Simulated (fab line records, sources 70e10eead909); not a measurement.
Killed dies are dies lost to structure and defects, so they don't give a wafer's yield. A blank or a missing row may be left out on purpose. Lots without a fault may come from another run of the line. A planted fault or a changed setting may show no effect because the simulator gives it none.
Chamber matching | flow nand_harc | NHARC_A_BLC_CMP_25 on cmp-03: 4 sister chambers
The step polishes, t overpolish 30 s, target thk 150 nm. 8 wafers are shown with their chamber, then 10 later ones without.

WAFERS WITH THEIR CHAMBER
wafer  | chamber | time_to_endpoint_s (s) | motor_current_A (A)
L081.1 | 0       | 22                     | 12.9
L080.5 | 2       | 38                     | 13.5
L083.1 | 0       | 21                     | 12.7
L084.1 | 1       | 24                     | 12.6
L084.3 | 2       | 32                     | 13.7
L084.4 | 3       | 27                     | 12.2
L088.1 | 3       | 32                     | 11.7
L088.4 | 1       | 28                     | 13.3

WAFERS WITHOUT THEIR CHAMBER
wafer  | time_to_endpoint_s (s) | motor_current_A (A)
L088.6 | 31                     | 11.7
L093.2 | 32                     | 10.8
L093.3 | 28                     | 12.9
L093.6 | 30                     | 12.8
L095.2 | 30                     | 13.0
L095.3 | 35                     | 14.2
L095.5 | 32                     | 12.0
L097.1 | 28                     | 12.0
L097.3 | 24                     | 12.3
L097.4 | 37                     | 13.5

WHICH CHAMBER EACH WENT THROUGH
wafer  | from the rows above               | in truth
L088.6 | 3                                 | 3
L093.2 | 3                                 | 3
L093.3 | can't be placed: 1 or 0           | 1
L093.6 | can't be placed: 1 or 3 or 0 or 2 | 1
L095.2 | can't be placed: 1 or 2 or 0 or 3 | 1
L095.3 | 2                                 | 2
L095.5 | 3                                 | 3
L097.1 | 3                                 | 3
L097.3 | can't be placed: 0 or 3 or 1      | 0
L097.4 | 2                                 | 2
Placed correctly: 6 of 10. Can't be placed from these rows: 4 (the true chamber is among the candidates in 4). Placed wrongly: 0.
How it was worked out, from the rows above alone: a wafer's distance from a chamber is the root of the sum, over the readings, of the square of ((its reading less the chamber's mean) divided by the reading's scatter). The wafer belongs to the nearest chamber; if the next one is less than 2 further off, it can't be placed. A chamber's mean is the mean of its shown wafers. The scatter: the root of (the sum of the squares of (reading less its chamber's mean) over the shown wafers, divided by (wafers less chambers)).
